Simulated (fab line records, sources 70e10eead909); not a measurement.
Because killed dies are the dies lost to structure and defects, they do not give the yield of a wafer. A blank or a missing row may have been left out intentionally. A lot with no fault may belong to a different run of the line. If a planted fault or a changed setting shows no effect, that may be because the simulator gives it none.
fab line records / flow nandHarc
[record] lots = 7 wafers = 18 lastDay = 25
route steps=1159 shown A_ONON_D1@424 END@1159
lots that met no fault: from a run of the same line without faults
startH: start of the lot's first displayed wafer, in hours after the record's first day / waitH: hours from the lot's prior step to this one / " as in the row above / L1.1+2: a row that stands for several wafers / - no value, or no start given / * or withheld: withheld / < > ~ a bound
route shown NAME@n: NAME is a module with steps in the file, n the number in the route of the first one / usual: average and standard deviation across the fault-free wafers / same: alike in all rows / chamber/n: place in a boat / sites: the reading at each site / _std_site: the standard deviation of these / _edge_site: mean of outer sites minus mean of inner sites / radiusMm: for every site, how far away it sits from the centre of the wafer / mask NAME#n: copy n / behind: the last tool/chamber to shape the wafer / hold: why the lot went on hold/how many hours it stayed there/how the hold came to an end / device: transistor that didn't switch, given as n, p or np / end of line: the route-end tests of the same wafers / for a step that has no rows: nothing shown but its recipe / killed: dies lost to structure and defects at the first sort, not the wafer's yield / map: a wafer's dies, x killed, . not, _ none there
set.NAME: the setting the step ran with; set.NAME@STEP: the setting that earlier step ran with / model.NAME: the simulator's own value behind a step, which no gauge read
lots at selected steps of the route; one table per step, one row per wafer
services: a tool's chamber out of use, with start hour (startH, from the record's first day; less than 0 if before it), hours out, and reason
[[steps]]
[step NHARC_A_ONON_D1_DEP_00]
[recipe] targetThkA = 10000 n2FlowSccm = 2750 n2oFlowSccm = 2000 nh3FlowSccm = 500 sih4FlowSccm = 210 tempC = 400
[step NHARC_A_ONON_D1_THK_MEAS_02]
[recipe] thkMeasGauge = ellipsometry
[usual] thkNm = 1001/9.5
lot.wafer=L924.1 tool=filmMetro-02 chamber=- startH=164.80 waitH=- thkNm=983
lot.wafer=L924.3 tool=filmMetro-02 chamber=- startH=164.80 waitH=- thkNm=982
lot.wafer=L924.4 tool=filmMetro-02 chamber=- startH=164.80 waitH=- thkNm=984
lot.wafer=L929.3 tool=filmMetro-02 chamber=- startH=181.31 waitH=- thkNm=997
lot.wafer=L929.5 tool=filmMetro-02 chamber=- startH=181.31 waitH=- thkNm=995
lot.wafer=L929.6 tool=filmMetro-02 chamber=- startH=181.31 waitH=- thkNm=995
lot.wafer=L938.2 tool=filmMetro-02 chamber=- startH=231.06 waitH=- thkNm=1001
lot.wafer=L938.4 tool=filmMetro-02 chamber=- startH=231.06 waitH=- thkNm=1001
lot.wafer=L936.4 tool=filmMetro-01 chamber=- startH=231.06 waitH=- thkNm=1021
lot.wafer=L936.6 tool=filmMetro-01 chamber=- startH=231.06 waitH=- thkNm=1022
lot.wafer=L937.2 tool=filmMetro-01 chamber=- startH=242.54 waitH=- thkNm=1002
lot.wafer=L937.6 tool=filmMetro-01 chamber=- startH=242.54 waitH=- thkNm=999
lot.wafer=L941.3 tool=filmMetro-02 chamber=- startH=261.51 waitH=- thkNm=1014
lot.wafer=L941.4 tool=filmMetro-02 chamber=- startH=261.51 waitH=- thkNm=1015
lot.wafer=L941.6 tool=filmMetro-02 chamber=- startH=261.51 waitH=- thkNm=1017
lot.wafer=L944.1 tool=filmMetro-01 chamber=- startH=275.94 waitH=- thkNm=993
lot.wafer=L944.2 tool=filmMetro-01 chamber=- startH=275.94 waitH=- thkNm=994
lot.wafer=L944.6 tool=filmMetro-01 chamber=- startH=275.94 waitH=- thkNm=994
[step NHARC_A_ONON_D1_DEP_03]
[recipe] targetThkA = 10000 n2FlowSccm = 2750 n2oFlowSccm = 2000 nh3FlowSccm = 500 sih4FlowSccm = 210 tempC = 400
[step NHARC_A_ONON_D1_THK_MEAS_05]
[recipe] thkMeasGauge = ellipsometry
[usual] thkNm = 1000/13
lot.wafer=L924.1 tool=filmMetro-02 chamber=- startH=165.36 waitH=- thkNm=1003
lot.wafer=L924.3 tool=filmMetro-02 chamber=- startH=165.36 waitH=- thkNm=1002
lot.wafer=L924.4 tool=filmMetro-02 chamber=- startH=165.36 waitH=- thkNm=1001
lot.wafer=L929.3 tool=filmMetro-02 chamber=- startH=181.87 waitH=- thkNm=1018
lot.wafer=L929.5 tool=filmMetro-02 chamber=- startH=181.87 waitH=- thkNm=1018
lot.wafer=L929.6 tool=filmMetro-02 chamber=- startH=181.87 waitH=- thkNm=1018
lot.wafer=L938.2 tool=filmMetro-01 chamber=- startH=231.62 waitH=- thkNm=1011
lot.wafer=L938.4 tool=filmMetro-01 chamber=- startH=231.62 waitH=- thkNm=1011
lot.wafer=L936.4 tool=filmMetro-01 chamber=- startH=231.63 waitH=- thkNm=1008
lot.wafer=L936.6 tool=filmMetro-01 chamber=- startH=231.63 waitH=- thkNm=1008
lot.wafer=L937.2 tool=filmMetro-01 chamber=- startH=243.25 waitH=- thkNm=998
lot.wafer=L937.6 tool=filmMetro-01 chamber=- startH=243.25 waitH=- thkNm=997
lot.wafer=L941.3 tool=filmMetro-01 chamber=- startH=262.08 waitH=- thkNm=1011
lot.wafer=L941.4 tool=filmMetro-01 chamber=- startH=262.08 waitH=- thkNm=1009
lot.wafer=L941.6 tool=filmMetro-01 chamber=- startH=262.08 waitH=- thkNm=1009
lot.wafer=L944.1 tool=filmMetro-01 chamber=- startH=276.51 waitH=- thkNm=1019
lot.wafer=L944.2 tool=filmMetro-01 chamber=- startH=276.51 waitH=- thkNm=1020
lot.wafer=L944.6 tool=filmMetro-01 chamber=- startH=276.51 waitH=- thkNm=1018
[step NHARC_A_ONON_D1_DEP_06]
[recipe] targetThkA = 10000 n2FlowSccm = 2750 n2oFlowSccm = 2000 nh3FlowSccm = 500 sih4FlowSccm = 210 tempC = 400
[step NHARC_A_ONON_D1_THK_MEAS_08]
[recipe] thkMeasGauge = ellipsometry
[usual] thkNm = 998/9.7
lot.wafer=L924.1 tool=filmMetro-02 chamber=- startH=165.93 waitH=- thkNm=1018
lot.wafer=L924.3 tool=filmMetro-02 chamber=- startH=165.93 waitH=- thkNm=1018
lot.wafer=L924.4 tool=filmMetro-02 chamber=- startH=165.93 waitH=- thkNm=1020
lot.wafer=L929.3 tool=filmMetro-01 chamber=- startH=182.44 waitH=- thkNm=1002
lot.wafer=L929.5 tool=filmMetro-01 chamber=- startH=182.44 waitH=- thkNm=1001
lot.wafer=L929.6 tool=filmMetro-01 chamber=- startH=182.44 waitH=- thkNm=1003
lot.wafer=L938.2 tool=filmMetro-01 chamber=- startH=232.19 waitH=- thkNm=986
lot.wafer=L938.4 tool=filmMetro-01 chamber=- startH=232.19 waitH=- thkNm=988
lot.wafer=L936.4 tool=filmMetro-01 chamber=- startH=232.20 waitH=- thkNm=1003
lot.wafer=L936.6 tool=filmMetro-01 chamber=- startH=232.20 waitH=- thkNm=1003
lot.wafer=L937.2 tool=filmMetro-01 chamber=- startH=243.82 waitH=- thkNm=991
lot.wafer=L937.6 tool=filmMetro-01 chamber=- startH=243.82 waitH=- thkNm=991
lot.wafer=L941.3 tool=filmMetro-02 chamber=- startH=262.65 waitH=- thkNm=995
lot.wafer=L941.4 tool=filmMetro-02 chamber=- startH=262.65 waitH=- thkNm=995
lot.wafer=L941.6 tool=filmMetro-02 chamber=- startH=262.65 waitH=- thkNm=995
lot.wafer=L944.1 tool=filmMetro-02 chamber=- startH=277.07 waitH=- thkNm=987
lot.wafer=L944.2 tool=filmMetro-02 chamber=- startH=277.07 waitH=- thkNm=989
lot.wafer=L944.6 tool=filmMetro-02 chamber=- startH=277.07 waitH=- thkNm=986
[step NHARC_A_ONON_D1_DEP_09]
[recipe] targetThkA = 10000 n2FlowSccm = 2750 n2oFlowSccm = 2000 nh3FlowSccm = 500 sih4FlowSccm = 210 tempC = 400
[step NHARC_A_ONON_D1_THK_MEAS_11]
[recipe] thkMeasGauge = ellipsometry
[usual] thkNm = 1001/9.3
lot.wafer=L924.1 tool=filmMetro-02 chamber=- startH=166.50 waitH=- thkNm=999
lot.wafer=L924.3 tool=filmMetro-02 chamber=- startH=166.50 waitH=- thkNm=1001
lot.wafer=L924.4 tool=filmMetro-02 chamber=- startH=166.50 waitH=- thkNm=1000
lot.wafer=L929.3 tool=filmMetro-01 chamber=- startH=183.01 waitH=- thkNm=990
lot.wafer=L929.5 tool=filmMetro-01 chamber=- startH=183.01 waitH=- thkNm=990
lot.wafer=L929.6 tool=filmMetro-01 chamber=- startH=183.01 waitH=- thkNm=991
lot.wafer=L938.2 tool=filmMetro-02 chamber=- startH=232.75 waitH=- thkNm=1006
lot.wafer=L938.4 tool=filmMetro-02 chamber=- startH=232.75 waitH=- thkNm=1005
lot.wafer=L936.4 tool=filmMetro-02 chamber=- startH=232.77 waitH=- thkNm=1006
lot.wafer=L936.6 tool=filmMetro-02 chamber=- startH=232.77 waitH=- thkNm=1008
lot.wafer=L937.2 tool=filmMetro-01 chamber=- startH=244.39 waitH=- thkNm=991
lot.wafer=L937.6 tool=filmMetro-01 chamber=- startH=244.39 waitH=- thkNm=994
lot.wafer=L941.3 tool=filmMetro-02 chamber=- startH=263.22 waitH=- thkNm=998
lot.wafer=L941.4 tool=filmMetro-02 chamber=- startH=263.22 waitH=- thkNm=998
lot.wafer=L941.6 tool=filmMetro-02 chamber=- startH=263.22 waitH=- thkNm=998
lot.wafer=L944.1 tool=filmMetro-02 chamber=- startH=277.63 waitH=- thkNm=1002
lot.wafer=L944.2 tool=filmMetro-02 chamber=- startH=277.63 waitH=- thkNm=1000
lot.wafer=L944.6 tool=filmMetro-02 chamber=- startH=277.63 waitH=- thkNm=1002
[step NHARC_A_ONON_D1_DEP_12]
[recipe] targetThkA = 10000 n2FlowSccm = 2750 n2oFlowSccm = 2000 nh3FlowSccm = 500 sih4FlowSccm = 210 tempC = 400
[step NHARC_A_ONON_D1_THK_MEAS_14]
[recipe] thkMeasGauge = ellipsometry
[usual] thkNm = 1005/10
lot.wafer=L924.1 tool=filmMetro-02 chamber=- startH=167.06 waitH=- thkNm=1000
lot.wafer=L924.3 tool=filmMetro-02 chamber=- startH=167.06 waitH=- thkNm=1001
lot.wafer=L924.4 tool=filmMetro-02 chamber=- startH=167.06 waitH=- thkNm=1001
lot.wafer=L929.3 tool=filmMetro-02 chamber=- startH=183.57 waitH=- thkNm=983
lot.wafer=L929.5 tool=filmMetro-02 chamber=- startH=183.57 waitH=- thkNm=986
lot.wafer=L929.6 tool=filmMetro-02 chamber=- startH=183.57 waitH=- thkNm=985
lot.wafer=L938.2 tool=filmMetro-02 chamber=- startH=233.31 waitH=- thkNm=1004
lot.wafer=L938.4 tool=filmMetro-02 chamber=- startH=233.31 waitH=- thkNm=1003
lot.wafer=L936.4 tool=filmMetro-02 chamber=- startH=233.34 waitH=- thkNm=1006
lot.wafer=L936.6 tool=filmMetro-02 chamber=- startH=233.34 waitH=- thkNm=1008
lot.wafer=L937.2 tool=filmMetro-02 chamber=- startH=244.96 waitH=- thkNm=999
lot.wafer=L937.6 tool=filmMetro-02 chamber=- startH=244.96 waitH=- thkNm=1000
lot.wafer=L941.3 tool=filmMetro-01 chamber=- startH=263.79 waitH=- thkNm=983
lot.wafer=L941.4 tool=filmMetro-01 chamber=- startH=263.79 waitH=- thkNm=988
lot.wafer=L941.6 tool=filmMetro-01 chamber=- startH=263.79 waitH=- thkNm=986
lot.wafer=L944.1 tool=filmMetro-01 chamber=- startH=278.20 waitH=- thkNm=1009
lot.wafer=L944.2 tool=filmMetro-01 chamber=- startH=278.20 waitH=- thkNm=1010
lot.wafer=L944.6 tool=filmMetro-01 chamber=- startH=278.20 waitH=- thkNm=1009
[step NHARC_A_ONON_D1_ANNEAL_15]
[recipe] tempC = 750 timeS = 3600
[step NHARC_A_ONON_D1_DEP_16]
[recipe] targetThkA = 10000 n2FlowSccm = 2750 n2oFlowSccm = 2000 nh3FlowSccm = 500 sih4FlowSccm = 210 tempC = 400
[usual] susceptorTempC = 399.98/0.24
lot.wafer=L924.1 tool=pecvdOnon-03 chamber=0 startH=175.03 waitH=0.4 susceptorTempC=399.97
lot.wafer=L924.3 tool=pecvdOnon-03 chamber=0 startH=175.03 waitH=0.4 susceptorTempC=399.79
lot.wafer=L924.4 tool=pecvdOnon-03 chamber=0 startH=175.03 waitH=0.4 susceptorTempC=399.85
lot.wafer=L929.3 tool=pecvdOnon-04 chamber=0 startH=190.33 waitH=0.2 susceptorTempC=400.33
lot.wafer=L929.5 tool=pecvdOnon-04 chamber=0 startH=190.33 waitH=0.2 susceptorTempC=399.96
lot.wafer=L929.6 tool=pecvdOnon-04 chamber=0 startH=190.33 waitH=0.2 susceptorTempC=400.08
lot.wafer=L938.2 tool=pecvdOnon-03 chamber=0 startH=239.90 waitH=0.1 susceptorTempC=399.84
lot.wafer=L938.4 tool=pecvdOnon-03 chamber=0 startH=239.90 waitH=0.1 susceptorTempC=399.99
lot.wafer=L936.4 tool=pecvdOnon-03 chamber=0 startH=240.37 waitH=0.6 susceptorTempC=400.36
lot.wafer=L936.6 tool=pecvdOnon-03 chamber=0 startH=240.37 waitH=0.6 susceptorTempC=399.99
lot.wafer=L937.2 tool=pecvdOnon-03 chamber=0 startH=253.45 waitH=0.1 susceptorTempC=400.10
lot.wafer=L937.6 tool=pecvdOnon-03 chamber=0 startH=253.45 waitH=0.1 susceptorTempC=399.86
lot.wafer=L941.3 tool=pecvdOnon-02 chamber=0 startH=270.47 waitH=0.2 susceptorTempC=399.59
lot.wafer=L941.4 tool=pecvdOnon-02 chamber=0 startH=270.47 waitH=0.2 susceptorTempC=399.58
lot.wafer=L941.6 tool=pecvdOnon-02 chamber=0 startH=270.47 waitH=0.2 susceptorTempC=399.91
lot.wafer=L944.1 tool=pecvdOnon-04 chamber=0 startH=284.74 waitH=0.1 susceptorTempC=399.53
lot.wafer=L944.2 tool=pecvdOnon-04 chamber=0 startH=284.74 waitH=0.1 susceptorTempC=399.79
lot.wafer=L944.6 tool=pecvdOnon-04 chamber=0 startH=284.74 waitH=0.1 susceptorTempC=399.54
[step NHARC_A_ONON_D1_THK_MEAS_18]
[recipe] thkMeasGauge = ellipsometry
[usual] thkNm = 1003/10
lot.wafer=L924.1 tool=filmMetro-01 chamber=- startH=175.54 waitH=- thkNm=1013
lot.wafer=L924.3 tool=filmMetro-01 chamber=- startH=175.54 waitH=- thkNm=1013
lot.wafer=L924.4 tool=filmMetro-01 chamber=- startH=175.54 waitH=- thkNm=1014
lot.wafer=L929.3 tool=filmMetro-01 chamber=- startH=190.73 waitH=- thkNm=1000
lot.wafer=L929.5 tool=filmMetro-01 chamber=- startH=190.73 waitH=- thkNm=1002
lot.wafer=L929.6 tool=filmMetro-01 chamber=- startH=190.73 waitH=- thkNm=1002
lot.wafer=L938.2 tool=filmMetro-01 chamber=- startH=240.35 waitH=- thkNm=1534
lot.wafer=L938.4 tool=filmMetro-01 chamber=- startH=240.35 waitH=- thkNm=1533
lot.wafer=L936.4 tool=filmMetro-02 chamber=- startH=240.71 waitH=- thkNm=1553
lot.wafer=L936.6 tool=filmMetro-02 chamber=- startH=240.71 waitH=- thkNm=1019
lot.wafer=L937.2 tool=filmMetro-02 chamber=- startH=253.90 waitH=- thkNm=1527
lot.wafer=L937.6 tool=filmMetro-02 chamber=- startH=253.90 waitH=- thkNm=994
lot.wafer=L941.3 tool=filmMetro-01 chamber=- startH=270.87 waitH=- thkNm=991
lot.wafer=L941.4 tool=filmMetro-01 chamber=- startH=270.87 waitH=- thkNm=991
lot.wafer=L941.6 tool=filmMetro-01 chamber=- startH=270.87 waitH=- thkNm=993
lot.wafer=L944.1 tool=filmMetro-01 chamber=- startH=285.26 waitH=- thkNm=995
lot.wafer=L944.2 tool=filmMetro-01 chamber=- startH=285.26 waitH=- thkNm=995
lot.wafer=L944.6 tool=filmMetro-01 chamber=- startH=285.26 waitH=- thkNm=996
[step NHARC_A_ONON_D1_DEP_19]
[recipe] targetThkA = 10000 n2FlowSccm = 2750 n2oFlowSccm = 2000 nh3FlowSccm = 500 sih4FlowSccm = 210 tempC = 400
[step NHARC_END_SORT_01]
[recipe] tempC = 25
[usual] killedAtArray = 28/9.1 killedAtOther = 0.6/0.87 killedAtPeriphery = 3.4/2.7 killedDies = 32/9 killedOpen = 3.2/1.9 killedShort = 2.0/1.3
[same] grossDies = 677
lot.wafer=L938.2 tool=prober-02 chamber=0 startH=518.43 waitH=2.8 killedAtArray=673 killedAtOther=1 killedAtPeriphery=3 killedDies=677 killedOpen=4 killedShort=3
lot.wafer=L938.4 tool=prober-02 chamber=0 startH=520.05 waitH=3.4 killedAtArray=671 killedAtOther=1 killedAtPeriphery=5 killedDies=677 killedOpen=7 killedShort=1
lot.wafer=L936.4 tool=prober-02 chamber=0 startH=527.92 waitH=3.4 killedAtArray=675 killedAtOther=0 killedAtPeriphery=2 killedDies=677 killedOpen=5 killedShort=2
lot.wafer=L937.2 tool=prober-02 chamber=0 startH=573.19 waitH=2.8 killedAtArray=674 killedAtOther=0 killedAtPeriphery=3 killedDies=677 killedOpen=2 killedShort=2
// killed by level:class
L938.2 A_ONON_D1:areaDep=644 A_SLIT:chamberFilmFlake=11 A_CHANNEL_HOLE_D1:chamberFilmFlake=4 A_CONTACT:chamberFilmFlake=4 A_WL_FILL:chamberFilmFlake=3 A_CONTACT:geometricParticle:open=2 A_STAIRCASE:chamberFilmFlake=2 P_CONTACT:geometricParticle:open=1
L938.4 A_ONON_D1:areaDep=648 A_SLIT:chamberFilmFlake=9 A_STAIRCASE:chamberFilmFlake=4 P_GATE:chamberFilmFlake=3 A_CONTACT:chamberFilmFlake=3 A_CHANNEL_HOLE_D1:chamberFilmFlake=2 P_GATE:geometricParticle:open=1 P_M1:geometricParticle:open=1
L936.4 A_ONON_D1:areaDep=641 A_SLIT:chamberFilmFlake=22 A_CHANNEL_HOLE_D1:chamberFilmFlake=3 A_M0:geometricParticle:open=2 P_M0:geometricParticle:open=1 A_ONON_D1:geometricParticle:open=1 A_WL_FILL:geometricParticle:short=1 A_BLC:geometricParticle:open=1
L937.2 A_ONON_D1:areaDep=646 A_SLIT:chamberFilmFlake=13 A_BONDPAD:chamberFilmFlake=5 P_M0:chamberFilmFlake=3 A_CHANNEL_HOLE_D1:chamberFilmFlake=3 A_STAIRCASE:chamberFilmFlake=2 A_SOURCE_PLATE:geometricParticle:open=1 A_CHANNEL_HOLE_D1:geometricParticle:short=1
// map L936.4 (x killed, . not)
____________x____________
_________xxxxxxx_________
_______xxxxxxxxxxx_______
______xxxxxxxxxxxxx______
_____xxxxxxxxxxxxxxx_____
____xxxxxxxxxxxxxxxxx____
____xxxxxxxxxxxxxxxxx____
___xxxxxxxxxxxxxxxxxxx___
___xxxxxxxxxxxxxxxxxxx___
__xxxxxxxxxxxxxxxxxxxxx__
__xxxxxxxxxxxxxxxxxxxxx__
_xxxxxxxxxxxxxxxxxxxxxxx_
_xxxxxxxxxxxxxxxxxxxxxxx_
_xxxxxxxxxxxxxxxxxxxxxxx_
_xxxxxxxxxxxxxxxxxxxxxxx_
_xxxxxxxxxxxxxxxxxxxxxxx_
xxxxxxxxxxxxxxxxxxxxxxxxx
xxxxxxxxxxxxxxxxxxxxxxxxx
xxxxxxxxxxxxxxxxxxxxxxxxx
xxxxxxxxxxxxxxxxxxxxxxxxx
xxxxxxxxxxxxxxxxxxxxxxxxx
_xxxxxxxxxxxxxxxxxxxxxxx_
_xxxxxxxxxxxxxxxxxxxxxxx_
_xxxxxxxxxxxxxxxxxxxxxxx_
_xxxxxxxxxxxxxxxxxxxxxxx_
_xxxxxxxxxxxxxxxxxxxxxxx_
__xxxxxxxxxxxxxxxxxxxxx__
__xxxxxxxxxxxxxxxxxxxxx__
___xxxxxxxxxxxxxxxxxxx___
___xxxxxxxxxxxxxxxxxxx___
____xxxxxxxxxxxxxxxxx____
____xxxxxxxxxxxxxxxxx____
_____xxxxxxxxxxxxxxx_____
______xxxxxxxxxxxxx______
_______xxxxxxxxxxx_______
_________xxxxxxx_________
____________x____________
// map L937.2 (x killed, . not)
____________x____________
_________xxxxxxx_________
_______xxxxxxxxxxx_______
______xxxxxxxxxxxxx______
_____xxxxxxxxxxxxxxx_____
____xxxxxxxxxxxxxxxxx____
____xxxxxxxxxxxxxxxxx____
___xxxxxxxxxxxxxxxxxxx___
___xxxxxxxxxxxxxxxxxxx___
__xxxxxxxxxxxxxxxxxxxxx__
__xxxxxxxxxxxxxxxxxxxxx__
_xxxxxxxxxxxxxxxxxxxxxxx_
_xxxxxxxxxxxxxxxxxxxxxxx_
_xxxxxxxxxxxxxxxxxxxxxxx_
_xxxxxxxxxxxxxxxxxxxxxxx_
_xxxxxxxxxxxxxxxxxxxxxxx_
xxxxxxxxxxxxxxxxxxxxxxxxx
xxxxxxxxxxxxxxxxxxxxxxxxx
xxxxxxxxxxxxxxxxxxxxxxxxx
xxxxxxxxxxxxxxxxxxxxxxxxx
xxxxxxxxxxxxxxxxxxxxxxxxx
_xxxxxxxxxxxxxxxxxxxxxxx_
_xxxxxxxxxxxxxxxxxxxxxxx_
_xxxxxxxxxxxxxxxxxxxxxxx_
_xxxxxxxxxxxxxxxxxxxxxxx_
_xxxxxxxxxxxxxxxxxxxxxxx_
__xxxxxxxxxxxxxxxxxxxxx__
__xxxxxxxxxxxxxxxxxxxxx__
___xxxxxxxxxxxxxxxxxxx___
___xxxxxxxxxxxxxxxxxxx___
____xxxxxxxxxxxxxxxxx____
____xxxxxxxxxxxxxxxxx____
_____xxxxxxxxxxxxxxx_____
______xxxxxxxxxxxxx______
_______xxxxxxxxxxx_______
_________xxxxxxx_________
____________x____________
[[services]]
tool=pecvdOnon-03 chamber=- startH=153.00 hours=13.0 kind=pm
tool=pecvdOnon-04 chamber=- startH=237.09 hours=13.0 kind=pm
[[key]]
[firstSign] step = NHARC_A_ONON_D1_THK_MEAS_18 reading = thkNm direction = up sigmas = 52 usual = 1003 struck = 1537
[effect] step = NHARC_END_SORT_01 reading = killedDies direction = up sigmas = 72 usual = 32 struck = 677
[moreKillsBornAt] NHARC_A_ONON_D1_DEP_16@pecvdOnon-03 = 2579
metAt NHARC_A_ONON_D1_DEP_16
struckWafers L936.4,L937.2,L938.2,L938.4
laterRowsLeftOut L936.4,L937.2,L938.2,L938.4
testerLeftOut L936,L937,L938
onsetBetween 175.03 239.90
[fault] kind = processParameterDrift tool = pecvdOnon-03 chamber = - onsetH = 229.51 steps = NHARC_A_ONON_D1_DEP_16 channel = targetThkA offset = * shape = step endH = 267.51 scope = struckWafersOnly actsIn = * stated = *
// testerLeftOut: of these lots the tester's yield and bins aren't shown, on N5 and GAA mostly nor the transistor test; their killed dies are dies lost to structure and defects alone, not to doping, threshold or leakage, so they don't give the yield
// laterRowsLeftOut: the simulator's readings of these wafers behind a module that went badly wrong aren't trusted and aren't shown, but for the sort
